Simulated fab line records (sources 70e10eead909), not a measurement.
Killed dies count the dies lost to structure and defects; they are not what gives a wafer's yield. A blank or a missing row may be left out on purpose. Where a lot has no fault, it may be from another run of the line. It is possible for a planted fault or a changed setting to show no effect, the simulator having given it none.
Struck lot and sound lot, side by side ; flow nand-harc ; 13 out of 1302 route steps
Sound: these wafers, L522.1, L522.4, L522.6. Struck: wafer L516.1 (left out: L516.2, L516.5 of the same lot, which were not struck); the cause appears at the end.
Per side, at each step with rows, come the tool, then ch with its chambers, and then its first start. Under that, the readings that differ: sound wafers ; struck wafers ; difference of the means ; sigmas: that difference in standard deviations of wafers without a fault.
alike: a reading whose means differ by less than 2 such deviations, as well as words and numbers matching on both sides. not compared: withheld readings; readings where some wafer has no value; bounds like >300 that might hide an equal value; numbers whose values overlap and for which the record gives no deviation.
A row with sigmas, a row that says differs or no value, or rows on one side alone: a step with any of these is where the two part. Numbers that don't overlap but have no deviation are shown without sigmas and don't part them. Lack of a reading on every wafer of one side parts them only where that side has two or more wafers.

first, 1 step without rows for these wafers: NHARC_A_SLIT_SRD_20.
NHARC_A_SLIT_CD_MEAS_21:
  struck on cd-sem-03, day 26 07:31; sound on cd-sem-03, day 29 04:15
  alike: cd-nm
then, 3 steps without rows for these wafers: NHARC_A_SIN_REMOVE_WET_00 (chemistry H3PO4, time 15300 s); NHARC_A_SIN_REMOVE_PRECLEAN_01 (cleans in SC1); NHARC_A_SIN_REMOVE_SRD_02.
NHARC_A_SIN_REMOVE_INSPECT_04:
  struck on defect-inspect-01, day 26 16:03; sound on defect-inspect-01, day 29 12:59
  alike: raw-defect-count
NHARC_A_WL_FILL_ALD_00: deposits Al2O3, target thk 3 nm, pulse time 3 s, ald cycles 30.
  sound on ald-hk-03 ch 0,1,2, day 29 13:04; struck on ald-hk-03 ch 3, day 26 16:23
  alike: heater-power-w, precursor-pulse-height-rel
NHARC_A_WL_FILL_RTA_01: time 5 s.
  sound on rtp-anneal-01 ch 0, day 29 13:19; struck on rtp-anneal-01 ch 0, day 26 16:38
  alike: lamp-power-pct, wafer_temp_C_max
NHARC_A_WL_FILL_ALD_02: deposits TiN, target thk 2 nm, pulse time 3 s, ald cycles 100.
  sound on ald-metal-01 ch 0,2, day 29 13:34; struck on ald-metal-01 ch 0, day 26 16:52
  alike: heater-power-w, precursor-pulse-height-rel
NHARC_A_WL_FILL_CVD_03: deposits W, target thk 40 nm, time 279 s.
  sound on cvd-w-01 ch 0, day 29 14:01; struck on cvd-w-01 ch 0, day 26 17:18
  alike: chamber-pressure-Torr, heater-power-w, throttle-valve-pct
NHARC_A_WL_FILL_ETCHBACK_04: etches the open film in NF3, target depth 60 nm, time 120 s.
  sound on rie-metal-02 ch 0, day 29 14:20; struck on rie-metal-03 ch 0, day 26 17:40
reading;sound;struck;difference;sigmas
oes-product-au (a.u.);0.999 1.001 0.999;1.241;+0.241;+37
  alike: drypump-motor-current-A
  not compared: rf-hours-counter-h
NHARC_A_WL_FILL_ETCHBACK_05: etches the open film in Cl2/BCl3, target depth 22 nm, time 60 s.
  sound on rie-metal-02 ch 0, day 29 14:35; struck on rie-metal-03 ch 1, day 26 17:55
  alike: drypump-motor-current-A, oes-product-au
  not compared: rf-hours-counter-h
next, for these wafers, 1 step has no rows: NHARC_END_SORT_01.

== WHERE THEY PART ==
At NHARC_A_WL_FILL_ETCHBACK_04 and nowhere else, as far as this record goes. Later steps at which nothing parts them and some readings are alike: NHARC_A_WL_FILL_ETCHBACK_05.

WHY: what the simulator had put in
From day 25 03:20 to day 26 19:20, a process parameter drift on rie-metal-03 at NHARC_A_WL_FILL_ETCHBACK_04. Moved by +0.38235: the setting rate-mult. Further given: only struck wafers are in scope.
